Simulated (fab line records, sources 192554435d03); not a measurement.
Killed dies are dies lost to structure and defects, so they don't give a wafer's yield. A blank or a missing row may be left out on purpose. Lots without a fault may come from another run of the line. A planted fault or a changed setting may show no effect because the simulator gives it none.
Chamber matching | flow n5_finfet | N5_BEOL_M5_CURE_79 on uv_cure-02: 3 sister chambers
The step cures SiCOH lowk, time 240 s. 3 wafers are shown with their chamber, then 8 later ones without.

WAFERS WITH THEIR CHAMBER
wafer  | chamber | wafer_temp_C_max
L079.5 | 2       | 386.8
L084.6 | 0       | 386.4
L085.2 | 1       | 386.5

WAFERS WITHOUT THEIR CHAMBER
wafer  | wafer_temp_C_max
L085.3 | 387.3
L085.6 | 386.9
L088.1 | 386.8
L088.2 | 386.2
L088.5 | 386.9
L096.1 | 386.7
L096.2 | 386.5
L096.3 | 386.4

WHICH CHAMBER EACH WENT THROUGH
wafer  | from the rows above          | in truth
L085.3 | can't be placed: 2 or 1      | 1
L085.6 | can't be placed: 2 or 1      | 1
L088.1 | can't be placed: 2 or 1      | 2
L088.2 | can't be placed: 0 or 1      | 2
L088.5 | can't be placed: 2 or 1      | 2
L096.1 | can't be placed: 2 or 1 or 0 | 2
L096.2 | can't be placed: 1 or 0 or 2 | 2
L096.3 | can't be placed: 0 or 1      | 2
Placed correctly: 0 of 8. Can't be placed from these rows: 8 (the true chamber is among the candidates in 6). Placed wrongly: 0.
How it was worked out, from the rows above alone: a wafer's distance from a chamber is the root of the sum, over the readings, of the square of ((its reading less the chamber's mean) divided by the reading's scatter). The wafer belongs to the nearest chamber; if the next one is less than 2 further off, it can't be placed. A chamber's mean is the mean of its shown wafers. The scatter: with one shown wafer a chamber, the root of the mean of the squares of how far each hidden wafer lies from its nearest shown one.
